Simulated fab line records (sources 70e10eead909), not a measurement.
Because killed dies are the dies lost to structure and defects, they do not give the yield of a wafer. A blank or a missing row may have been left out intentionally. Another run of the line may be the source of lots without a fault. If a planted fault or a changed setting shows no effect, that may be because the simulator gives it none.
fab line records	flow nand-harc
record lots=13	wafers=39	last-day=33
route steps=1302 shown A_CONTACT@1066 END@1302
lots with no fault: from the same line, run without faults
start-h: hours from the record's first day to the start of the lot's first wafer shown	wait-h: how many hours have passed since the lot's step before this one	" as in the row above	L1.1+2: a row that stands for several wafers	- no value, or no start was given	* or withheld: withheld	< > ~ a bound
route shown NAME@n: names a module that has steps shown in the file, with the first one's number in the route	usual: mean/standard deviation taken from wafers without a fault	same: alike in all rows	chamber/n: place in a boat	sites: the reading at each site	_std_site: their standard deviation	_edge_site: the outer-site mean with the inner-site mean subtracted	radius-mm: for every site, how far away it sits from the centre of the wafer	mask NAME#n: copy n	behind: the last tool/chamber to shape the wafer	hold: why the lot went on hold/how many hours it stayed there/how the hold came to an end	device: the n, p or np transistor that did not switch	end of line: the tests these same wafers got at the end of their route	a step given without rows: its recipe and nothing more	killed: count of dies lost to structure and defects at first sort (not the wafer's yield)	map: a wafer's dies, x killed, . not, _ none there
set.NAME: setting as actually run; set.NAME@STEP: the setting as run at that earlier step	model.NAME: the simulator's own value behind a step, which no gauge read
a sample of lots followed through the steps of the route, with each step as a table and each wafer as a row
services: when a tool's chamber went out of use (start-h, in hours from the record's first day, below 0 if earlier), for how many hours, and the reason
## steps
# step NHARC_A_CONTACT_DEP_84
# recipe target-thk-a=28000	temp-c=400	material=aC
# usual throttle-valve-pct=35.000/0.0089
lot.wafer	tool	chamber	start-h	wait-h	throttle-valve-pct
L167.1	acl-dep-03	0	512.18	-	35.021
L167.5	"	0	513.32	-	35.001
L167.6	"	0	"	"	35.004
L170.1	acl-dep-03	0	529.55	-	35.014
L170.2	"	0	"	"	34.981
L170.6	"	0	530.96	-	35.004
L169.1	acl-dep-01	0	535.60	-	34.998
L169.3	"	0	"	"	35.011
L169.5	"	0	"	"	35.001
L172.3	acl-dep-02	0	576.81	-	35.018
L172.5	"	0	"	"	34.992
L172.6	"	0	"	"	34.999
L175.1	acl-dep-01	0	585.03	-	35.005
L175.3	"	0	"	"	35.003
L175.6	"	0	"	"	35.003
L174.3	acl-dep-02	0	587.04	-	35.004
L174.4	"	0	"	"	35.002
L174.5	"	0	"	"	35.006
L178.3	acl-dep-02	0	621.74	-	35.011
L178.5	"	0	"	"	34.988
L178.6	"	0	"	"	34.991
L179.2	acl-dep-02	0	626.94	-	34.994
L179.4	"	0	"	"	35.003
L179.5	"	0	"	"	34.997
L180.2	acl-dep-02	0	646.32	-	35.012
L180.5	"	0	"	"	34.998
L180.6	"	0	"	"	34.992
L183.2	acl-dep-02	0	662.99	-	34.999
L183.4	"	0	"	"	35.000
L183.5	"	0	"	"	35.008
L182.4	acl-dep-02	0	673.42	-	34.999
L182.5	"	0	"	"	35.007
L182.6	"	0	"	"	34.983
L185.3	acl-dep-02	0	679.20	-	34.990
L185.5	"	0	"	"	35.000
L185.6	"	0	"	"	35.001
L190.2	acl-dep-01	0	728.21	-	35.001
L190.3	"	0	"	"	35.000
L190.5	"	0	"	"	35.015
# step NHARC_A_CONTACT_DEP_85
# recipe target-thk-a=600	target-thk-nm=60	temp-c=400	pressure-torr=3.5	flow-sccm=200	rf-w=350	material=SiON
# usual heater-power-w=761/110	showerhead-vpp-V=1146/57
lot.wafer	tool	chamber	start-h	wait-h	heater-power-w	showerhead-vpp-V
L167.1	pecvd-02	0	513.95	1.5	742	1173
L167.6	"	0	"	"	745	1188
L167.5	"	1	"	"	874	1167
L170.1	pecvd-01	2	531.29	1.5	685	1225
L170.2	"	1	"	"	879	1100
L170.6	"	0	"	"	841	1248
L169.3	pecvd-02	2	537.32	0.9	707	1070
L169.1	"	0	"	"	775	1192
L169.5	"	0	"	"	751	1207
L172.3	pecvd-02	1	578.02	0.9	850	1149
L172.6	"	0	"	"	720	1195
L172.5	"	2	"	"	700	1094
L175.1	pecvd-04	1	586.78	1.5	465	1087
L175.3	"	2	"	"	772	1079
L175.6	"	0	"	"	732	1176
L174.3	pecvd-02	0	588.21	0.9	684	1200
L174.4	"	0	"	"	693	1207
L174.5	"	1	"	"	957	1174
L178.3	pecvd-04	1	622.93	0.9	563	1098
L178.6	"	0	"	"	720	1185
L178.5	"	1	"	"	546	1096
L179.2	pecvd-02	0	628.41	1.2	787	1200
L179.4	"	0	"	"	778	1200
L179.5	"	1	"	"	853	1152
L180.2	pecvd-02	0	647.77	1.2	792	1206
L180.5	"	1	"	"	839	1154
L180.6	"	2	"	"	734	1080
L183.2	pecvd-04	1	664.51	1.2	494	1080
L183.4	"	2	"	"	810	1077
L183.5	"	0	"	"	685	1158
L182.4	pecvd-02	0	674.37	0.7	823	1206
L182.5	"	0	"	"	791	1193
L182.6	"	1	"	"	924	1162
L185.3	pecvd-04	2	680.38	0.9	782	1063
L185.6	"	1	"	"	552	1090
L185.5	"	0	"	"	757	1157
L190.3	pecvd-02	1	729.70	0.9	790	1165
L190.2	"	2	"	"	750	1105
L190.5	"	0	"	"	704	1214
# step NHARC_A_CONTACT_INSPECT_10
# usual raw-defect-count=90/43
lot.wafer	tool	chamber	start-h	wait-h	raw-defect-count
L167.1	defect-inspect-02	-	514.77	0.0	113
L167.5	"	-	"	"	90
L167.6	"	-	"	"	92
L170.1	defect-inspect-01	-	532.13	0.0	62
L170.2	"	-	"	"	78
L170.6	"	-	"	"	68
L169.1	defect-inspect-01	-	538.16	0.0	72
L169.3	"	-	"	"	72
L169.5	"	-	"	"	65
L172.3	defect-inspect-02	-	578.71	0.0	151
L172.5	"	-	"	"	168
L172.6	"	-	"	"	155
L175.1	defect-inspect-02	-	587.50	0.0	118
L175.3	"	-	"	"	135
L175.6	"	-	"	"	110
L174.3	defect-inspect-02	-	589.06	0.0	64
L174.4	"	-	"	"	62
L174.5	"	-	"	"	76
L178.3	defect-inspect-01	-	623.63	0.0	145
L178.5	"	-	"	"	148
L178.6	"	-	"	"	144
L179.2	defect-inspect-01	-	629.26	0.0	123
L179.4	"	-	"	"	116
L179.5	"	-	"	"	132
L180.2	defect-inspect-02	-	648.61	0.0	131
L180.5	"	-	"	"	117
L180.6	"	-	"	"	146
L183.2	defect-inspect-02	-	665.17	0.0	114
L183.4	"	-	"	"	135
L183.5	"	-	"	"	115
L182.4	defect-inspect-01	-	675.22	0.0	106
L182.5	"	-	"	"	121
L182.6	"	-	"	"	120
L185.3	defect-inspect-01	-	681.07	0.0	67
L185.5	"	-	"	"	81
L185.6	"	-	"	"	83
L190.2	defect-inspect-01	-	730.52	0.0	84
L190.3	"	-	"	"	101
L190.5	"	-	"	"	116
# step NHARC_A_CONTACT_ETCH_88
# recipe target-depth-a=390	over-etch-frac=0.3	time-s=65	ion-energy-ev=80	cf4-flow-sccm=150	ar-flow-sccm=0	rf-w=300	bias-w=100	chemistry=CF4
# usual drypump-motor-current-A=6.07/0.27	oes-product-au=0.999/0.0073	rf-vpp-V=151.3/1.1	run-length-s=86.3/0.55	showerhead-plenum-p-Torr=1.76/0.06	throttle-valve-pct=13.284/0.0091
lot.wafer	tool	chamber	start-h	wait-h	drypump-motor-current-A	oes-product-au	rf-hours-counter-h	rf-vpp-V	run-length-s	showerhead-plenum-p-Torr	throttle-valve-pct
L167.1	rie-diel-12	0	514.93	0.1	6.19	0.999	19	151.4	86.9	1.71	13.284
L167.5	"	1	"	"	6.21	1.005	-	151.7	86.5	1.90	13.291
L167.6	"	2	"	"	6.32	1.000	-	150.6	86.1	1.74	13.278
L170.1	rie-diel-10	2	532.29	0.1	6.25	0.999	18	150.2	87.5	1.75	13.302
L170.2	"	3	"	"	5.85	0.999	18	151.5	86.6	1.72	13.289
L170.6	"	0	"	"	6.15	1.010	-	151.7	86.5	1.81	13.289
L169.3	rie-diel-13	3	538.31	0.1	6.61	1.000	4	148.0	86.0	1.69	13.275
L169.1	"	0	"	"	5.98	1.000	3	151.3	86.2	1.77	13.279
L169.5	"	0	"	"	5.97	0.996	-	151.7	86.5	1.77	13.299
L172.3	rie-diel-10	3	578.88	0.1	5.78	0.999	24	149.7	86.7	1.72	13.281
L172.5	"	0	"	"	6.18	1.012	-	151.7	86.0	1.80	13.297
L172.6	"	1	"	"	5.68	1.004	-	151.9	85.3	1.73	13.285
L175.1	rie-diel-12	3	587.65	0.1	5.87	1.005	51	152.0	85.6	1.87	13.278
L175.3	"	2	"	"	6.31	1.002	54	149.8	85.9	1.73	13.286
L175.6	"	0	"	"	6.19	0.999	-	149.6	86.2	1.70	13.279
L174.3	rie-diel-10	3	589.20	0.1	5.77	1.008	26	151.0	86.7	1.72	13.282
L174.4	"	2	"	"	6.23	1.007	28	152.1	87.0	1.74	13.280
L174.5	"	0	"	"	6.16	1.003	-	151.7	86.0	1.80	13.293
L178.3	rie-diel-10	0	623.79	0.1	6.17	1.021	3	151.9	86.1	1.80	13.288
L178.5	"	1	"	"	5.65	1.001	-	151.4	85.4	1.73	13.283
L178.6	"	2	"	"	6.26	0.993	-	151.4	87.1	1.74	13.285
L179.4	rie-diel-13	2	629.41	0.1	6.01	1.004	32	151.3	86.3	1.76	13.299
L179.2	"	0	"	"	5.98	0.999	36	150.8	86.1	1.76	13.282
L179.5	"	2	"	"	5.97	1.005	-	151.0	86.2	1.76	13.275
L180.2	rie-diel-13	0	648.78	0.1	5.96	0.995	44	151.6	87.0	1.76	13.303
L180.5	"	1	"	"	6.40	0.998	-	153.8	86.1	1.90	13.298
L180.6	"	2	"	"	5.96	1.001	-	151.1	85.8	1.76	13.283
L183.2	rie-diel-10	3	665.32	0.1	5.79	0.992	10	151.7	86.9	1.72	13.290
L183.4	"	1	"	"	5.68	0.979	9	150.3	85.6	1.73	13.277
L183.5	"	0	"	"	6.17	0.997	-	152.0	66.9	1.80	13.275
L182.4	rie-diel-10	3	675.37	0.1	5.83	0.990	11	149.9	87.0	1.72	13.290
L182.6	"	1	"	"	5.70	0.990	-	151.0	85.6	1.73	13.286
L182.5	"	2	"	"	6.20	0.989	-	151.0	68.1	1.74	13.300
L185.3	rie-diel-10	0	681.24	0.1	6.12	1.004	17	150.9	86.3	1.80	13.291
L185.5	"	1	"	"	5.70	0.999	-	151.2	66.1	1.73	13.267
L185.6	"	2	"	"	6.21	1.006	-	151.6	87.6	1.74	13.289
L190.2	rie-diel-12	3	730.67	0.1	5.86	0.995	41	150.9	85.8	1.86	13.283
L190.3	"	0	"	"	6.19	1.000	38	150.8	86.2	1.69	13.280
L190.5	"	2	"	"	6.29	1.004	-	152.5	86.1	1.72	13.265
# step NHARC_END_SORT_01
# recipe temp-c=25
# usual killed-at-array=51/17	killed-at-other=1.6/2.1	killed-at-periphery=4/3.2	killed-dies=57/18	killed-open=2.9/1.7	killed-short=2.3/1.3
# same gross-dies=677
lot.wafer	tool	chamber	start-h	wait-h	killed-at-array	killed-at-other	killed-at-periphery	killed-dies	killed-open	killed-short
L183.2	prober-02	0	716.06	2.8	62	5	0	67	3	1
L183.4	prober-02	0	717.69	3.4	69	3	1	73	2	1
L183.5	prober-02	0	718.50	3.8	587	1	0	588	1	3
L182.4	prober-01	0	727.29	3.4	52	1	1	54	2	2
L182.5	prober-01	0	728.10	3.7	583	0	8	591	7	2
L182.6	prober-01	0	728.91	4.0	53	0	1	54	3	1
L185.3	prober-02	0	732.85	3.1	47	0	3	50	2	4
L185.5	prober-02	0	734.43	3.6	471	1	0	472	3	5
L185.6	prober-02	0	735.21	3.9	46	0	4	50	4	3
# killed by level:class
L183.2 A_CHANNEL_HOLE_D1:chamber-film-flake=31 A_SLIT:chamber-film-flake=24 THIN_TSV:chamber-film-flake=4 A_ONON_D2:geometric-particle:short=1 A_SGD_CUT:geometric-particle:open=1 A_M0:geometric-particle:open=1 STARTING-WAFER:geometric-particle:open=1 A_CHANNEL_HOLE_D2:chamber-film-flake=1
L183.4 A_CHANNEL_HOLE_D1:chamber-film-flake=30 A_SLIT:chamber-film-flake=30 THIN_TSV:chamber-film-flake=3 A_CONTACT:chamber-film-flake=2 P_GATE:geometric-particle:short=1 A_CHANNEL_FILL_D1:geometric-particle:open=1 A_ONON_D2:geometric-particle:open=1 A_CHANNEL_HOLE_D2:chamber-film-flake=1
L183.5 A_CONTACT:area-etch=526 A_SLIT:chamber-film-flake=28 A_CHANNEL_HOLE_D1:chamber-film-flake=23 A_M1:chamber-film-flake=2 A_CHANNEL_FILL_D1:geometric-particle:short=1 A_CHANNEL_FILL_D1:geometric-particle:open=1 A_CONTACT:chamber-film-flake=1 A_ONON_D2:geometric-particle:short=1
L182.4 A_SLIT:chamber-film-flake=21 A_CHANNEL_HOLE_D2:chamber-film-flake=10 A_CHANNEL_HOLE_D1:chamber-film-flake=8 A_STAIRCASE:chamber-film-flake=4 A_M0:geometric-particle:open=2 A_CHANNEL_FILL_D1:chamber-film-flake=2 A_CONTACT:chamber-film-flake=2 A_ONON_D2:geometric-particle:short=1
L182.5 A_CONTACT:area-etch=527 A_SLIT:chamber-film-flake=23 A_CHANNEL_HOLE_D2:chamber-film-flake=9 A_CONTACT:chamber-film-flake=8 A_CHANNEL_HOLE_D1:chamber-film-flake=4 A_ONON_D2:geometric-particle:open=3 P_M0:chamber-film-flake=3 A_STAIRCASE:chamber-film-flake=3
L182.6 A_SLIT:chamber-film-flake=25 A_CONTACT:chamber-film-flake=7 A_CHANNEL_HOLE_D1:chamber-film-flake=5 A_CHANNEL_HOLE_D2:chamber-film-flake=5 A_CHANNEL_FILL_D1:chamber-film-flake=3 A_CHANNEL_FILL_D2:geometric-particle:open=2 A_STAIRCASE:chamber-film-flake=2 A_ONON_D2:geometric-particle:short=1
L185.3 A_SLIT:chamber-film-flake=21 A_CHANNEL_HOLE_D1:chamber-film-flake=12 A_DECK1_JOINT:chamber-film-flake=4 A_CHANNEL_FILL_D1:chamber-film-flake=2 A_WL_FILL:chamber-film-flake=2 A_CONTACT:chamber-film-flake=2 P_CONTACT:geometric-particle:open=1 P_M2:geometric-particle:short=1
L185.5 A_CONTACT:area-etch=418 A_SLIT:chamber-film-flake=25 A_CHANNEL_HOLE_D1:chamber-film-flake=13 A_CONTACT:chamber-film-flake=3 A_CHANNEL_FILL_D1:chamber-film-flake=3 A_SOURCE_PLATE:geometric-particle:open=1 A_DECK1_JOINT:geometric-particle:open=1 A_DECK1_JOINT:geometric-particle:short=1
L185.6 A_SLIT:chamber-film-flake=25 A_CHANNEL_HOLE_D1:chamber-film-flake=11 A_CONTACT:chamber-film-flake=2 P_GATE:geometric-particle:open=1 P_CONTACT:geometric-particle:open=1 A_CHANNEL_HOLE_D1:geometric-particle:short=1 A_DECK1_JOINT:geometric-particle:open=1 A_CHANNEL_HOLE_D2:geometric-particle:short=1
## services
tool	chamber	start-h	hours	kind
rie-diel-12	-	488.80	1.9	repair
pecvd-01	-	492.26	13.0	pm
rie-diel-12	2	505.50	4.2	repair
pecvd-01	-	511.79	2.8	repair
rie-diel-13	-	519.08	9.0	pm
acl-dep-01	-	550.26	13.0	pm
pecvd-01	-	562.76	1.0	repair
pecvd-02	-	570.63	5.4	repair
pecvd-02	-	589.08	13.0	pm
pecvd-01	-	591.97	1.1	repair
rie-diel-10	-	596.72	9.0	pm
acl-dep-02	-	606.24	13.0	pm
rie-diel-12	-	623.18	9.0	pm
rie-diel-10	1	624.97	18.9	repair
pecvd-04	-	631.45	13.0	pm
rie-diel-10	3	634.00	16.1	repair
pecvd-01	1	655.89	113.5	repair
rie-diel-13	3	668.17	6.5	repair
acl-dep-03	-	670.86	13.0	pm
pecvd-02	2	671.73	7.2	repair
rie-diel-12	0	685.69	1.4	repair
rie-diel-13	-	696.11	9.0	pm
pecvd-04	-	711.98	4.5	repair
rie-diel-10	2	725.64	14.7	repair
## key
first-sign step=NHARC_A_CONTACT_ETCH_88	reading=run-length-s	direction=down	sigmas=35	usual=*	struck=*
effect step=NHARC_END_SORT_01	reading=killed-at-array	direction=up	sigmas=28	usual=51	struck=547
more-kills-born-at NHARC_A_CONTACT_ETCH_88@rie-diel-10=1471
met-at NHARC_A_CONTACT_ETCH_88
struck-lots L182,L183,L185
struck-wafers L182.5,L183.5,L185.5
later-rows-left-out L182.5,L183.5,L185.5
tester-left-out L182,L183,L185
not-acting-at NHARC_A_CONTACT_DEP_84,NHARC_A_CONTACT_DEP_85,NHARC_A_CONTACT_INSPECT_10
onset-between 623.79 665.32
fault kind=process-parameter-drift	tool=rie-diel-10	chamber=-	onset-h=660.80	steps=NHARC_A_CONTACT_ETCH_88	channel=time-s	offset=*	shape=step	end-h=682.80	scope=struck-wafers-only	acts-in=*	stated=*
# tester-left-out: of these lots the tester's yield and bins aren't shown, on N5 and GAA mostly nor the transistor test; their killed dies are dies lost to structure and defects alone, not to doping, threshold or leakage, so they don't give the yield
# later-rows-left-out: the simulator's readings of these wafers behind a module that went badly wrong aren't trusted and aren't shown, but for the sort
